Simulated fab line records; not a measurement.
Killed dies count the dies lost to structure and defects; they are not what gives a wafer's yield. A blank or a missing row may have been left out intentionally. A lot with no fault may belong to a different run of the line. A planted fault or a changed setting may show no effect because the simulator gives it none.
Split-lot study	flow n5Finfet	route with 1938 steps; 7 lots, 21 wafers read

== THE SPLIT ==
At N5_BEOL_M6_ETCH_62 (etches SOC in N2/H2, target depth 110 nm, overetch 22 nm, time 165 s), the setting biasW was moved away from the recipe's 150 W on 9 of the 21 wafers read, by -17.8% to -5.3%. For the rest of the wafers, this setting stayed at what the recipe calls for.

The reading is taken at the split's own step.

== THE READING ==
rfVppV, in V, at N5_BEOL_M6_ETCH_62 (etches SOC in N2/H2, target depth 110 nm, overetch 22 nm, time 165 s). On this fab line, fault-free wafers typically give 523 V with a standard deviation of 3.3 V.

wafer	tool, chamber at the split	biasW as run, W	against the recipe	rfVppV, V	against lot-mates on the recipe
L079.1	rieDiel-05, 1	150	recipe	525	-
L079.3	rieDiel-05, 3	150	recipe	528	-
L079.6	rieDiel-05, 1	142	-5.3%	507	-20
L080.1	rieDiel-05, 2	150	recipe	516	-
L080.2	rieDiel-05, 1	124.7	-16.9%	467	-55
L080.4	rieDiel-05, 3	150	recipe	528	-
L082.3	rieDiel-04, 1	123.3	-17.8%	461	-60
L082.4	rieDiel-04, 1	150	recipe	521	-
L082.5	rieDiel-04, 2	123.3	-17.8%	460	-61
L083.2	rieDiel-04, 0	150	recipe	527	-
L083.3	rieDiel-04, 3	150	recipe	523	-
L083.6	rieDiel-04, 1	150	recipe	523	-
L092.1	rieDiel-05, 1	150	recipe	525	-
L092.5	rieDiel-05, 0	124.2	-17.2%	463	-62
L092.6	rieDiel-05, 3	124.2	-17.2%	468	-57
L090.3	rieDiel-04, 1	137.8	-8.1%	495	-33
L090.5	rieDiel-04, 3	137.8	-8.1%	496	-32
L090.6	rieDiel-04, 0	150	recipe	528	-
L096.2	rieDiel-04, 1	150	recipe	522	-
L096.3	rieDiel-04, 2	150	recipe	521	-
L096.6	rieDiel-04, 1	123.6	-17.6%	461	-60

THE FIT
A straight line over all 21 wafers: rfVppV changes by +3.48 V for each +1% of biasW; r = +0.99; the points scatter about the line by 3.1 V.
The same after taking each lot's own level away (the mean of its wafers on the recipe; 21 wafers): +3.42 V for each +1%; r = +0.99; scatter 2.8 V.
The reading moves by 61 V for the largest change in biasW, on that fit.
Measured against the standard deviation above, the lots' own levels, which go from 521.0 to 528.0 V, span 2.1 times it.
Hence the lot-to-lot level has little effect on the slope; both slopes agree.
Check: for one of the wafers moved furthest among these (-17.8%), held out of the fit, the line's prediction against its lot-mates is -61.5 V. Against them it came out at -60 V.
Tool readings at the split's step, against how far the setting was moved: rfVppV r = +0.99.

== OTHER SPLITS APPLIED TO THESE WAFERS ==
Before the reading, these wafers also passed through other splits. Each is held against what the fit with the lots' levels taken away leaves over:
other split on the same wafers	wafers away from the commonest value	r with rfVppV (lot level and that fit taken away)
N5_BEOL_M1_ETCH_70 biasW	6	+0.16
N5_BEOL_M3_VIA_ETCH_34 biasW	10	-0.06
N5_BEOL_M3_TRENCH_ETCH_37 biasW	8	-0.24
N5_BEOL_M3_CMP_52 downForcePsi	7	+0.02

== THE WHOLE CHAIN: every reading that the file lists as answering this split, in the file's order ==
step	what it does	reading	change (the file's fit)	r (the file's)
N5_BEOL_M6_ETCH_62	etches SOC in N2/H2, target depth 110 nm, overetch 22 nm, time 165 s	rfVppV	+3.44 V for each +1% of the setting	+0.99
N5_BEOL_M6_ETCH_62	etches SOC in N2/H2, target depth 110 nm, overetch 22 nm, time 165 s	SiARC_of_BEOL_M6_COAT_60.thkNm (the simulator's own value, which no gauge read)	-0.0932 nm for each +1% of the setting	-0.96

== FILE'S OWN FIT ==
rfVppV changes by +3.44 V for each +1% of biasW, r = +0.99.
